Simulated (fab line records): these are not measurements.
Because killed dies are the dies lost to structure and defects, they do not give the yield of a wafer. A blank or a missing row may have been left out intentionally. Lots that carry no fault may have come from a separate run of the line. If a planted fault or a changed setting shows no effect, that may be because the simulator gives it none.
Matching of chambers    flow n5-finfet    4 sister chambers for N5_BEOL_M0_SAQP_STRIP_75 on rie-diel-05
The step strips in CF4. 27 wafers are shown with their chamber, then 12 later ones without.

== WAFERS WITH THEIR CHAMBER ==
wafer   chamber  drypump-motor-current-A (A)  throttle-valve-pct (%)  showerhead-plenum-p-Torr (Torr)
L075.1  1        6.4                          13.82                   1.83
L075.3  3        5.3                          13.46                   1.85
L075.5  0        5.5                          13.29                   1.85
L077.1  3        5.3                          13.48                   1.85
L077.4  1        6.4                          13.81                   1.83
L077.5  3        5.3                          13.48                   1.85
L079.4  0        5.4                          13.30                   1.85
L079.5  1        6.3                          13.83                   1.83
L079.6  2        5.1                          13.76                   1.86
L083.2  0        5.5                          13.32                   1.85
L083.4  3        5.3                          13.50                   1.85
L083.6  1        6.4                          13.84                   1.83
L084.1  3        5.2                          13.49                   1.85
L084.2  0        5.5                          13.34                   1.85
L084.3  1        6.4                          13.85                   1.83
L086.1  1        6.4                          13.85                   1.83
L086.5  2        5.2                          13.79                   1.85
L086.6  3        5.2                          13.51                   1.85
L088.2  1        6.4                          13.85                   1.83
L088.3  0        5.5                          13.34                   1.85
L088.6  1        6.4                          13.83                   1.83
L090.3  2        5.2                          13.82                   1.85
L090.5  1        6.4                          13.87                   1.83
L090.6  2        5.1                          13.82                   1.85
L091.1  0        5.5                          13.35                   1.85
L091.3  2        5.2                          13.82                   1.85
L091.5  2        5.2                          13.83                   1.85

SIGNATURES (means of the wafers above)
reading                   chamber 0  chamber 1  chamber 2  chamber 3  scatter within a chamber
drypump-motor-current-A   5.483      6.389      5.167      5.267      0.0437
throttle-valve-pct        13.3233    13.8389    13.8067    13.4867    0.0216
showerhead-plenum-p-Torr  1.8500     1.8300     1.8517     1.8500     0.0019
Rule: for a wafer and a chamber, the distance is found by dividing, reading by reading, the gap between the wafer's reading and the chamber's mean by the reading's scatter, squaring, summing and taking the root. The wafer belongs to the nearest chamber; if the next one is less than 2 further off, it can't be placed. The scatter is the square root of a quotient: the sum, over the shown wafers, of each reading's squared deviation from its chamber's mean, divided by wafers minus chambers.

== WAFERS MISSING THEIR CHAMBER ==
wafer   drypump-motor-current-A (A)  throttle-valve-pct (%)  showerhead-plenum-p-Torr (Torr)
L094.1  5.1                          13.85                   1.85
L094.4  5.3                          13.52                   1.84
L094.5  5.1                          13.83                   1.85
L095.2  5.5                          13.39                   1.84
L095.5  5.5                          13.38                   1.84
L095.6  6.3                          13.88                   1.82
L097.3  5.5                          13.39                   1.84
L097.5  6.4                          13.90                   1.82
L097.6  5.1                          13.84                   1.85
L096.2  5.5                          13.38                   1.84
L096.3  5.2                          13.56                   1.84
L096.5  5.5                          13.40                   1.84

== THE CHAMBER EACH PASSED THROUGH ==
wafer   from the rows above  in truth
L094.1  2                    2
L094.4  3                    3
L094.5  2                    2
L095.2  0                    0
L095.5  0                    0
L095.6  1                    1
L097.3  0                    0
L097.5  1                    1
L097.6  2                    2
L096.2  0                    0
L096.3  3                    3
L096.5  0                    0
Placed correctly: 12 of 12. Can't be placed from these rows: 0. Placed wrongly: 0.
